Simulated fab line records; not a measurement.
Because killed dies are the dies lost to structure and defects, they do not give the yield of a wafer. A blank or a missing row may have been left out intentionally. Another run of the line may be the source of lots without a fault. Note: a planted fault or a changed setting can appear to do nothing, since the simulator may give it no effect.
fab line records :: flow n5-finfet
record:
  lots: 7
  wafers: 21
route steps=1938 shown TV_OPEN@1887 PASSIVATION@1934
start-h: hours from the record's first day to the start of the lot's first wafer shown :: wait-h: hours from the lot's prior step to this one :: " the same as in the row above :: L1.1+2: several wafers, shown together as one row :: - no value present, or no start provided :: * or withheld: withheld :: < > ~ a bound
route shown NAME@n: NAME is a module with steps in the file, n the number in the route of the first one :: usual: the fault-free wafers' mean and standard deviation :: same: alike in all rows :: chamber/n: place in a boat :: sites: per-site readings :: _std_site: the values' standard deviation :: _edge_site: inner sites' mean taken away from outer sites' mean :: radius-mm: for every site, how far away it sits from the centre of the wafer :: mask NAME#n: copy n :: behind: the last tool/chamber to shape the wafer :: hold: why the lot went on hold/how many hours it stayed there/how the hold came to an end :: device: the transistor (n, p or np) that didn't switch :: end of line: the route-end tests of the same wafers :: a step without rows: its recipe alone :: killed: dies that structure and defects cost at the first sort, which is not the same as the wafer's yield :: map: a wafer's dies, marking killed ones x, the rest . and places with no die _
set.NAME: the setting as run; set.NAME@STEP: as run at that earlier step :: model.NAME: the simulator's own value behind a step, which no gauge read
lots where settings were altered on purpose, with a table for each step and a row for each wafer
== steps ==
step: N5_PASSIVATION_PASS_ETCH_74
recipe:
  chemistry: CF4/O2
  target: SiNx
  target-depth-a: 2200
  time-s: 110
  ion-energy-ev: 100
  pressure-mtorr: 40
  source-w: 535
  bias-w: 49
  Ar_flow_sccm: 100
  cf4-flow-sccm: 100
  O2_flow_sccm: 10
usual:
  rf-vpp-V: 238/3.3
lot.wafer: L086.3
tool: rie-diel-02
chamber: 3
start-h: 331.48
wait-h: 0.0
set.source-w: 535
rf-vpp-V: 239
model.etch.depth-nm: 210.8

lot.wafer: L086.4
tool: rie-diel-02
chamber: 1
start-h: 331.48
wait-h: 0.0
set.source-w: 535
rf-vpp-V: 242
model.etch.depth-nm: 209

lot.wafer: L086.6
tool: rie-diel-02
chamber: 1
start-h: 331.48
wait-h: 0.0
set.source-w: 461
rf-vpp-V: 262
model.etch.depth-nm: 185.8

lot.wafer: L088.3
tool: rie-diel-04
chamber: 1
start-h: 341.13
wait-h: 0.0
set.source-w: 535
rf-vpp-V: 241
model.etch.depth-nm: 220.6

lot.wafer: L088.4
tool: rie-diel-04
chamber: 3
start-h: 341.13
wait-h: 0.0
set.source-w: 461.9
rf-vpp-V: 253
model.etch.depth-nm: 189.9

lot.wafer: L088.5
tool: rie-diel-04
chamber: 1
start-h: 341.13
wait-h: 0.0
set.source-w: 461.9
rf-vpp-V: 261
model.etch.depth-nm: 193.9

lot.wafer: L087.1
tool: rie-diel-05
chamber: 1
start-h: 341.52
wait-h: 0.0
set.source-w: 535
rf-vpp-V: 235
model.etch.depth-nm: 220.4

lot.wafer: L087.3
tool: rie-diel-05
chamber: 2
start-h: 341.52
wait-h: 0.0
set.source-w: 535
rf-vpp-V: 234
model.etch.depth-nm: 218.1

lot.wafer: L087.6
tool: rie-diel-05
chamber: 3
start-h: 341.52
wait-h: 0.0
set.source-w: 629.7
rf-vpp-V: 222
model.etch.depth-nm: 249.4

lot.wafer: L090.1
tool: rie-diel-05
chamber: 2
start-h: 369.30
wait-h: 0.0
set.source-w: 535
rf-vpp-V: 234
model.etch.depth-nm: 218.9

lot.wafer: L090.5
tool: rie-diel-05
chamber: 1
start-h: 369.30
wait-h: 0.0
set.source-w: 535
rf-vpp-V: 233
model.etch.depth-nm: 214.3

lot.wafer: L090.6
tool: rie-diel-05
chamber: 0
start-h: 369.30
wait-h: 0.0
set.source-w: 535
rf-vpp-V: 239
model.etch.depth-nm: 220.5

lot.wafer: L093.2
tool: rie-diel-04
chamber: 2
start-h: 386.95
wait-h: 0.0
set.source-w: 535
rf-vpp-V: 241
model.etch.depth-nm: 229.6

lot.wafer: L093.4
tool: rie-diel-04
chamber: 1
start-h: 386.95
wait-h: 0.0
set.source-w: 535
rf-vpp-V: 241
model.etch.depth-nm: 219.6

lot.wafer: L093.5
tool: rie-diel-04
chamber: 2
start-h: 386.95
wait-h: 0.0
set.source-w: 535
rf-vpp-V: 241
model.etch.depth-nm: 227.2

lot.wafer: L096.1
tool: rie-diel-02
chamber: 3
start-h: 393.25
wait-h: 0.0
set.source-w: 509.5
rf-vpp-V: 244
model.etch.depth-nm: 201.7

lot.wafer: L096.2
tool: rie-diel-02
chamber: 1
start-h: 393.25
wait-h: 0.0
set.source-w: 509.5
rf-vpp-V: 248
model.etch.depth-nm: 203.9

lot.wafer: L096.6
tool: rie-diel-02
chamber: 1
start-h: 393.25
wait-h: 0.0
set.source-w: 535
rf-vpp-V: 241
model.etch.depth-nm: 212.7

lot.wafer: L097.4
tool: rie-diel-04
chamber: 0
start-h: 413.30
wait-h: 0.0
set.source-w: 535
rf-vpp-V: 243
model.etch.depth-nm: 218.7

lot.wafer: L097.5
tool: rie-diel-04
chamber: 2
start-h: 413.30
wait-h: 0.0
set.source-w: 535
rf-vpp-V: 241
model.etch.depth-nm: 228.9

lot.wafer: L097.6
tool: rie-diel-04
chamber: 1
start-h: 413.30
wait-h: 0.0
set.source-w: 535
rf-vpp-V: 241
model.etch.depth-nm: 219
step: N5_PASSIVATION_VIA_ETCH_13
recipe:
  chemistry: CHF3/O2
  target: SiO2
  target-depth-a: 6600
  CHF3_flow_sccm: 50
  O2_flow_sccm: 5
  Ar_flow_sccm: 200
  time-s: 330
  mask-material: PR
  pressure-mtorr: 30
  source-w: 650
  bias-w: 170
  ion-energy-ev: 200
  ends: cleared
step: N5_PASSIVATION_STRIP_14
recipe:
  chemistry: O2
  power-w: 600
  temp-c: 60
  pressure-mtorr: 30
  rf-frequency-hz: 6e+07
  bias-power-w: 0
  overash-fraction: 0.5
  o2-flow-sccm: 225
step: N5_PASSIVATION_SRD_72
recipe:
  dry: ipa-marangoni
  time-s: 30
  temp-c: 23
  rinse-liquid: diw
step: N5_PASSIVATION_ANNEAL_56
recipe:
  temp-c: 400
  time-s: 1800
  ambient: FGA
  idle-temp-c: 300
  ramp-up-c-per-min: 5
  ramp-down-c-per-min: 3
step: N5_PASSIVATION_PROBE_49
usual:
  defect-limited-yield: 91.6/1.6
  killed_at_M0_to_M3: 31/10
  killed_at_M4_up: 14/6.3
  killed-at-contacts: 12/6.1
  killed-at-front-end: 39/12
  killed-at-other: 3.7/2.8
  killed-dies: 100/19
  killed-open: 66/14
  killed-short: 33/8.1
  sort_bin_4_leakage: 0.00/0.014
  sort_bin_5_function: 5.0/1.1
  sort_bin_6_memory: 3.2/0.66
  sort_bin_8_speed: 0.01/0.077
  sort-n-pass: 1080/18
same:
  gross-dies: 1180
  killed-at-back-side: 0
lot.wafer: L086.3
tool: prober-02
chamber: -
start-h: 339.11
wait-h: 0.1
set.source-w@PASSIVATION_PASS_ETCH_74: 535
defect-limited-yield[%]: 90.7
killed_at_M0_to_M3: 40
killed_at_M4_up: 12
killed-at-contacts: 12
killed-at-front-end: 41
killed-at-other: 5
killed-dies: 110
killed-open: 64
killed-short: 41
sort_bin_4_leakage[%]: 0
sort_bin_5_function[%]: 6.1
sort_bin_6_memory[%]: 2.9
sort_bin_8_speed[%]: 0
sort-n-pass: 1070

lot.wafer: L086.4
tool: prober-02
chamber: -
start-h: 339.16
wait-h: 0.2
set.source-w@PASSIVATION_PASS_ETCH_74: 535
defect-limited-yield[%]: 91.1
killed_at_M0_to_M3: 41
killed_at_M4_up: 8
killed-at-contacts: 12
killed-at-front-end: 40
killed-at-other: 4
killed-dies: 105
killed-open: 53
killed-short: 44
sort_bin_4_leakage[%]: 0
sort_bin_5_function[%]: 4.5
sort_bin_6_memory[%]: 3.9
sort_bin_8_speed[%]: 0
sort-n-pass: 1075

lot.wafer: L086.6
tool: prober-02
chamber: -
start-h: 339.26
wait-h: 0.3
set.source-w@PASSIVATION_PASS_ETCH_74: 461
defect-limited-yield[%]: 92.1
killed_at_M0_to_M3: 27
killed_at_M4_up: 18
killed-at-contacts: 3
killed-at-front-end: 42
killed-at-other: 3
killed-dies: 93
killed-open: 57
killed-short: 36
sort_bin_4_leakage[%]: 0
sort_bin_5_function[%]: 3.7
sort_bin_6_memory[%]: 3.8
sort_bin_8_speed[%]: 0
sort-n-pass: 1087

lot.wafer: L088.3
tool: prober-02
chamber: -
start-h: 347.40
wait-h: 0.1
set.source-w@PASSIVATION_PASS_ETCH_74: 535
defect-limited-yield[%]: 90.4
killed_at_M0_to_M3: 33
killed_at_M4_up: 10
killed-at-contacts: 23
killed-at-front-end: 44
killed-at-other: 3
killed-dies: 113
killed-open: 69
killed-short: 33
sort_bin_4_leakage[%]: 0
sort_bin_5_function[%]: 6.2
sort_bin_6_memory[%]: 3.1
sort_bin_8_speed[%]: 0
sort-n-pass: 1067

lot.wafer: L088.4
tool: prober-02
chamber: -
start-h: 347.45
wait-h: 0.2
set.source-w@PASSIVATION_PASS_ETCH_74: 461.9
defect-limited-yield[%]: 93.0
killed_at_M0_to_M3: 31
killed_at_M4_up: 14
killed-at-contacts: 8
killed-at-front-end: 26
killed-at-other: 4
killed-dies: 83
killed-open: 54
killed-short: 28
sort_bin_4_leakage[%]: 0
sort_bin_5_function[%]: 4.2
sort_bin_6_memory[%]: 2.5
sort_bin_8_speed[%]: 0
sort-n-pass: 1097

lot.wafer: L088.5
tool: prober-02
chamber: -
start-h: 347.50
wait-h: 0.2
set.source-w@PASSIVATION_PASS_ETCH_74: 461.9
defect-limited-yield[%]: 92.3
killed_at_M0_to_M3: 18
killed_at_M4_up: 25
killed-at-contacts: 9
killed-at-front-end: 38
killed-at-other: 1
killed-dies: 91
killed-open: 59
killed-short: 25
sort_bin_4_leakage[%]: 0
sort_bin_5_function[%]: 4.8
sort_bin_6_memory[%]: 2.8
sort_bin_8_speed[%]: 0
sort-n-pass: 1089

lot.wafer: L087.1
tool: prober-02
chamber: -
start-h: 347.75
wait-h: 0.0
set.source-w@PASSIVATION_PASS_ETCH_74: 535
defect-limited-yield[%]: 85.9
killed_at_M0_to_M3: 103
killed_at_M4_up: 11
killed-at-contacts: 5
killed-at-front-end: 44
killed-at-other: 3
killed-dies: 166
killed-open: 52
killed-short: 29
sort_bin_4_leakage[%]: 0
sort_bin_5_function[%]: 8.1
sort_bin_6_memory[%]: 5.3
sort_bin_8_speed[%]: 0
sort-n-pass: 1014

lot.wafer: L087.3
tool: prober-02
chamber: -
start-h: 347.85
wait-h: 0.1
set.source-w@PASSIVATION_PASS_ETCH_74: 535
defect-limited-yield[%]: 86.4
killed_at_M0_to_M3: 112
killed_at_M4_up: 7
killed-at-contacts: 5
killed-at-front-end: 34
killed-at-other: 2
killed-dies: 160
killed-open: 43
killed-short: 31
sort_bin_4_leakage[%]: 0
sort_bin_5_function[%]: 8.3
sort_bin_6_memory[%]: 4.6
sort_bin_8_speed[%]: 0
sort-n-pass: 1020

lot.wafer: L087.6
tool: prober-02
chamber: -
start-h: 348.00
wait-h: 0.3
set.source-w@PASSIVATION_PASS_ETCH_74: 629.7
defect-limited-yield[%]: 89.6
killed_at_M0_to_M3: 46
killed_at_M4_up: 15
killed-at-contacts: 16
killed-at-front-end: 43
killed-at-other: 3
killed-dies: 123
killed-open: 82
killed-short: 39
sort_bin_4_leakage[%]: 0
sort_bin_5_function[%]: 6.4
sort_bin_6_memory[%]: 3.9
sort_bin_8_speed[%]: 0
sort-n-pass: 1057

lot.wafer: L090.1
tool: prober-01
chamber: -
start-h: 376.87
wait-h: 0.0
set.source-w@PASSIVATION_PASS_ETCH_74: 535
defect-limited-yield[%]: 91.4
killed_at_M0_to_M3: 39
killed_at_M4_up: 16
killed-at-contacts: 10
killed-at-front-end: 32
killed-at-other: 5
killed-dies: 102
killed-open: 64
killed-short: 28
sort_bin_4_leakage[%]: 0
sort_bin_5_function[%]: 5.2
sort_bin_6_memory[%]: 3.1
sort_bin_8_speed[%]: 0
sort-n-pass: 1078

lot.wafer: L090.5
tool: prober-01
chamber: -
start-h: 377.07
wait-h: 0.2
set.source-w@PASSIVATION_PASS_ETCH_74: 535
defect-limited-yield[%]: 92.7
killed_at_M0_to_M3: 19
killed_at_M4_up: 19
killed-at-contacts: 4
killed-at-front-end: 36
killed-at-other: 8
killed-dies: 86
killed-open: 58
killed-short: 27
sort_bin_4_leakage[%]: 0.42
sort_bin_5_function[%]: 4.6
sort_bin_6_memory[%]: 2.5
sort_bin_8_speed[%]: 0
sort-n-pass: 1089

lot.wafer: L090.6
tool: prober-01
chamber: -
start-h: 377.12
wait-h: 0.3
set.source-w@PASSIVATION_PASS_ETCH_74: 535
defect-limited-yield[%]: 92.3
killed_at_M0_to_M3: 22
killed_at_M4_up: 9
killed-at-contacts: 7
killed-at-front-end: 53
killed-at-other: 0
killed-dies: 91
killed-open: 49
killed-short: 35
sort_bin_4_leakage[%]: 0
sort_bin_5_function[%]: 4.3
sort_bin_6_memory[%]: 3.0
sort_bin_8_speed[%]: 0
sort-n-pass: 1089

lot.wafer: L093.2
tool: prober-01
chamber: -
start-h: 393.25
wait-h: 0.1
set.source-w@PASSIVATION_PASS_ETCH_74: 535
defect-limited-yield[%]: 89.4
killed_at_M0_to_M3: 47
killed_at_M4_up: 21
killed-at-contacts: 9
killed-at-front-end: 36
killed-at-other: 12
killed-dies: 125
killed-open: 82
killed-short: 40
sort_bin_4_leakage[%]: 0
sort_bin_5_function[%]: 5.5
sort_bin_6_memory[%]: 4.7
sort_bin_8_speed[%]: 0
sort-n-pass: 1055

lot.wafer: L093.4
tool: prober-01
chamber: -
start-h: 393.35
wait-h: 0.2
set.source-w@PASSIVATION_PASS_ETCH_74: 535
defect-limited-yield[%]: 93.1
killed_at_M0_to_M3: 25
killed_at_M4_up: 13
killed-at-contacts: 17
killed-at-front-end: 26
killed-at-other: 0
killed-dies: 81
killed-open: 53
killed-short: 26
sort_bin_4_leakage[%]: 0
sort_bin_5_function[%]: 3.9
sort_bin_6_memory[%]: 2.5
sort_bin_8_speed[%]: 0.17
sort-n-pass: 1099

lot.wafer: L093.5
tool: prober-01
chamber: -
start-h: 393.40
wait-h: 0.2
set.source-w@PASSIVATION_PASS_ETCH_74: 535
defect-limited-yield[%]: 93.1
killed_at_M0_to_M3: 19
killed_at_M4_up: 13
killed-at-contacts: 8
killed-at-front-end: 40
killed-at-other: 1
killed-dies: 81
killed-open: 54
killed-short: 22
sort_bin_4_leakage[%]: 0
sort_bin_5_function[%]: 3.9
sort_bin_6_memory[%]: 2.5
sort_bin_8_speed[%]: 0
sort-n-pass: 1099

lot.wafer: L096.1
tool: prober-01
chamber: -
start-h: 399.69
wait-h: 0.0
set.source-w@PASSIVATION_PASS_ETCH_74: 509.5
defect-limited-yield[%]: 93.3
killed_at_M0_to_M3: 19
killed_at_M4_up: 10
killed-at-contacts: 20
killed-at-front-end: 27
killed-at-other: 3
killed-dies: 79
killed-open: 54
killed-short: 22
sort_bin_4_leakage[%]: 0
sort_bin_5_function[%]: 3.9
sort_bin_6_memory[%]: 2.5
sort_bin_8_speed[%]: 0.93
sort-n-pass: 1090

lot.wafer: L096.2
tool: prober-01
chamber: -
start-h: 399.74
wait-h: 0.1
set.source-w@PASSIVATION_PASS_ETCH_74: 509.5
defect-limited-yield[%]: 92.3
killed_at_M0_to_M3: 26
killed_at_M4_up: 8
killed-at-contacts: 20
killed-at-front-end: 25
killed-at-other: 12
killed-dies: 91
killed-open: 57
killed-short: 33
sort_bin_4_leakage[%]: 0
sort_bin_5_function[%]: 4.2
sort_bin_6_memory[%]: 3.3
sort_bin_8_speed[%]: 0
sort-n-pass: 1089

lot.wafer: L096.6
tool: prober-01
chamber: -
start-h: 399.94
wait-h: 0.3
set.source-w@PASSIVATION_PASS_ETCH_74: 535
defect-limited-yield[%]: 76.9
killed_at_M0_to_M3: 27
killed_at_M4_up: 9
killed-at-contacts: 181
killed-at-front-end: 45
killed-at-other: 11
killed-dies: 273
killed-open: 71
killed-short: 34
sort_bin_4_leakage[%]: 0
sort_bin_5_function[%]: 14.4
sort_bin_6_memory[%]: 7.5
sort_bin_8_speed[%]: 0
sort-n-pass: 907

lot.wafer: L097.4
tool: prober-02
chamber: -
start-h: 420.08
wait-h: 0.2
set.source-w@PASSIVATION_PASS_ETCH_74: 535
defect-limited-yield[%]: 94.2
killed_at_M0_to_M3: 20
killed_at_M4_up: 8
killed-at-contacts: 4
killed-at-front-end: 37
killed-at-other: 0
killed-dies: 69
killed-open: 42
killed-short: 23
sort_bin_4_leakage[%]: 0
sort_bin_5_function[%]: 3.8
sort_bin_6_memory[%]: 1.6
sort_bin_8_speed[%]: 0
sort-n-pass: 1111

lot.wafer: L097.5
tool: prober-02
chamber: -
start-h: 420.13
wait-h: 0.2
set.source-w@PASSIVATION_PASS_ETCH_74: 535
defect-limited-yield[%]: 89.9
killed_at_M0_to_M3: 40
killed_at_M4_up: 11
killed-at-contacts: 8
killed-at-front-end: 56
killed-at-other: 4
killed-dies: 119
killed-open: 93
killed-short: 24
sort_bin_4_leakage[%]: 0
sort_bin_5_function[%]: 5.6
sort_bin_6_memory[%]: 4.2
sort_bin_8_speed[%]: 0
sort-n-pass: 1061

lot.wafer: L097.6
tool: prober-02
chamber: -
start-h: 420.18
wait-h: 0.3
set.source-w@PASSIVATION_PASS_ETCH_74: 535
defect-limited-yield[%]: 92.5
killed_at_M0_to_M3: 31
killed_at_M4_up: 8
killed-at-contacts: 13
killed-at-front-end: 36
killed-at-other: 0
killed-dies: 88
killed-open: 64
killed-short: 23
sort_bin_4_leakage[%]: 0
sort_bin_5_function[%]: 4.5
sort_bin_6_memory[%]: 2.8
sort_bin_8_speed[%]: 0
sort-n-pass: 1092
killed by level:class
L086.3 GATE_CUT:geometric-particle:short=10 FIN_SAQP:geometric-particle:short=9 BEOL_M0_SAQP:geometric-particle:short=8 MOL_CONTACT_COAG:geometric-particle:open=8 BEOL_M2:geometric-particle:open=7 BEOL_M1:geometric-particle:open=6 BEOL_M3:geometric-particle:open=5 FIN_SAQP:geometric-particle:open=4
L086.4 MOL_CONTACT_COAG:geometric-particle:open=10 GATE_CUT:geometric-particle:short=9 BEOL_M0_SAQP:geometric-particle:short=8 BEOL_M0_SAQP:area-expose=8 FIN_SAQP:geometric-particle:short=7 FIN_SAQP:geometric-particle:open=5 BEOL_M0:geometric-particle:short=5 BEOL_M2:geometric-particle:open=5
L086.6 GATE_CUT:geometric-particle:short=11 BEOL_M2:geometric-particle:open=10 FIN_SAQP:geometric-particle:short=8 BEOL_M4:geometric-particle:open=7 GATE_CUT:geometric-particle:open=6 BEOL_M0_SAQP:geometric-particle:open=5 DUMMY_GATE:geometric-particle:open=4 BEOL_M1:geometric-particle:open=4
L088.3 STI_FIN_REVEAL:geometric-particle:open=14 MOL_CONTACT_COAG:geometric-particle:open=11 BEOL_M0_SAQP:geometric-particle:open=10 MOL_CONTACT_COAG:area-expose=10 BEOL_M0_SAQP:geometric-particle:short=7 BEOL_M3:geometric-particle:open=7 ILD0:geometric-particle:open=6 ILD0:geometric-particle:short=6
L088.4 MOL_CONTACT_COAG:geometric-particle:open=8 BEOL_M0_SAQP:geometric-particle:short=8 ILD0:geometric-particle:open=6 BEOL_M0_SAQP:geometric-particle:open=6 BEOL_M4:geometric-particle:open=6 FIN_SAQP:geometric-particle:open=5 BEOL_M1:geometric-particle:open=5 BEOL_M1:geometric-particle:short=4
L088.5 BEOL_M4:geometric-particle:open=12 FIN_SAQP:geometric-particle:open=11 ILD0:geometric-particle:short=7 MOL_CONTACT_COAG:geometric-particle:open=7 FIN_SAQP:geometric-particle:short=5 BEOL_M0_SAQP:area-expose=5 DUMMY_GATE:geometric-particle:open=4 BEOL_M2:geometric-particle:open=4
L087.1 BEOL_M0_SAQP:area-expose=79 FIN_SAQP:geometric-particle:open=13 FIN_SAQP:geometric-particle:short=7 BEOL_M1:geometric-particle:open=6 MOL_CONTACT_COAG:geometric-particle:open=5 GATE_CUT:geometric-particle:open=4 BEOL_M3:geometric-particle:open=4 BEOL_M15:area-etch=4
L087.3 BEOL_M0_SAQP:area-expose=81 FIN_SAQP:geometric-particle:open=13 BEOL_M2:geometric-particle:open=10 BEOL_M0_SAQP:geometric-particle:short=7 BEOL_M0_SAQP:geometric-particle:open=5 BEOL_M3:geometric-particle:short=4 SDB:geometric-particle:short=3 FIN_SAQP:geometric-particle:short=3
L087.6 MOL_CONTACT_COAG:geometric-particle:open=14 FIN_SAQP:geometric-particle:open=10 BEOL_M0_SAQP:geometric-particle:short=10 BEOL_M0_SAQP:geometric-particle:open=9 BEOL_M1:geometric-particle:open=9 BEOL_M3:geometric-particle:open=8 STARTING-WAFER:geometric-particle:open=6 BEOL_M4:geometric-particle:open=5
L090.1 BEOL_M3:geometric-particle:open=9 BEOL_M4:geometric-particle:open=9 STI_FIN_REVEAL:geometric-particle:open=8 BEOL_M0_SAQP:area-expose=8 MOL_CONTACT_COAG:geometric-particle:open=7 BEOL_M0_SAQP:geometric-particle:open=6 GATE_CUT:geometric-particle:short=5 BEOL_M2:geometric-particle:open=5
L090.5 BEOL_M4:geometric-particle:open=9 BEOL_M1:geometric-particle:open=6 FIN_SAQP:geometric-particle:short=5 FIN_SAQP:geometric-particle:open=5 STARTING-WAFER:geometric-particle:open=5 STI_FIN_REVEAL:geometric-particle:open=4 DUMMY_GATE:geometric-particle:open=4 GATE_CUT:geometric-particle:short=4
L090.6 FIN_SAQP:geometric-particle:open=12 FIN_SAQP:geometric-particle:short=11 GATE_CUT:geometric-particle:short=7 MOL_CONTACT_COAG:geometric-particle:open=7 BEOL_M0_SAQP:area-expose=6 STARTING-WAFER:geometric-particle:open=5 STI_FIN_REVEAL:geometric-particle:open=4 DUMMY_GATE:geometric-particle:short=4
L093.2 BEOL_M0_SAQP:geometric-particle:short=15 BEOL_M0_SAQP:geometric-particle:open=14 STI_FIN_REVEAL:geometric-particle:open=9 MOL_CONTACT_COAG:geometric-particle:open=9 FIN_SAQP:geometric-particle:open=8 BEOL_M1:geometric-particle:open=7 BEOL_M4:geometric-particle:open=7 DUMMY_GATE:geometric-particle:open=5
L093.4 MOL_CONTACT_COAG:geometric-particle:open=11 STI_FIN_REVEAL:geometric-particle:open=7 FIN_SAQP:geometric-particle:open=6 MOL_CONTACT_COAG:geometric-particle:short=6 BEOL_M0_SAQP:geometric-particle:short=6 BEOL_M0_SAQP:geometric-particle:open=5 BEOL_M4:geometric-particle:open=4 FIN_SAQP:geometric-particle:short=3
L093.5 STI_FIN_REVEAL:geometric-particle:open=16 MOL_CONTACT_COAG:geometric-particle:open=7 BEOL_M0_SAQP:geometric-particle:short=7 BEOL_M1:geometric-particle:open=5 FIN_SAQP:geometric-particle:open=4 DUMMY_GATE:geometric-particle:open=4 GATE_CUT:geometric-particle:open=4 BEOL_M3:geometric-particle:open=4
L096.1 MOL_CONTACT_COAG:geometric-particle:open=15 FIN_SAQP:geometric-particle:open=6 BEOL_M0_SAQP:geometric-particle:open=6 FIN_SAQP:geometric-particle:short=5 MOL_CONTACT_COAG:geometric-particle:short=5 STI_FIN_REVEAL:geometric-particle:open=4 BEOL_M0_SAQP:geometric-particle:short=3 BEOL_M1:geometric-particle:short=3
L096.2 MOL_CONTACT_COAG:geometric-particle:open=14 BEOL_M0_SAQP:geometric-particle:short=8 MOL_CONTACT_COAG:geometric-particle:short=6 FIN_SAQP:geometric-particle:open=5 BEOL_M0_SAQP:geometric-particle:open=5 BEOL_M3:geometric-particle:open=5 STARTING-WAFER:geometric-particle:open=5 BEOL_M1:geometric-particle:open=4
L096.6 MOL_CONTACT_COAG:area-expose=163 MOL_CONTACT_COAG:geometric-particle:open=13 FIN_SAQP:geometric-particle:open=8 STI_FIN_REVEAL:geometric-particle:open=7 GATE_CUT:geometric-particle:short=7 BEOL_M0_SAQP:geometric-particle:short=7 BEOL_M1:geometric-particle:open=7 BEOL_M0_SAQP:geometric-particle:open=6
L097.4 FIN_SAQP:geometric-particle:open=9 FIN_SAQP:geometric-particle:short=7 BEOL_M0_SAQP:geometric-particle:short=6 BEOL_M3:geometric-particle:open=6 STI_FIN_REVEAL:geometric-particle:open=4 MOL_CONTACT_COAG:geometric-particle:open=4 BEOL_M0:geometric-particle:open=4 GATE_CUT:geometric-particle:open=3
L097.5 BEOL_M3:geometric-particle:open=22 FIN_SAQP:geometric-particle:open=16 STI_FIN_REVEAL:geometric-particle:open=9 MOL_CONTACT_COAG:geometric-particle:open=8 DUMMY_GATE:geometric-particle:open=7 FIN_SAQP:geometric-particle:short=6 GATE_CUT:geometric-particle:short=6 GATE_CUT:geometric-particle:open=5
L097.6 BEOL_M3:geometric-particle:open=13 MOL_CONTACT_COAG:geometric-particle:open=11 FIN_SAQP:geometric-particle:open=8 BEOL_M0:geometric-particle:open=7 BEOL_M0_SAQP:geometric-particle:open=6 FIN_SAQP:geometric-particle:short=4 DUMMY_GATE:geometric-particle:open=4 STARTING-WAFER:geometric-particle:open=3
== key ==
split:
  step: N5_PASSIVATION_PASS_ETCH_74
  setting: source-w
  stated: 535
  by: wafer
response:
  step: N5_PASSIVATION_PASS_ETCH_74
  reading: rf-vpp-V
  change: -1.07
  per: 1%
  r: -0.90
response:
  step: N5_PASSIVATION_PASS_ETCH_74
  reading: model.etch.depth-nm
  change: +1.83
  per: 1%
  r: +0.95
response:
  step: N5_PASSIVATION_PROBE_49
  reading: killed-at-contacts
  shape: bent
  at-lowest: 3
  at-stated: 21
  at-highest: 16
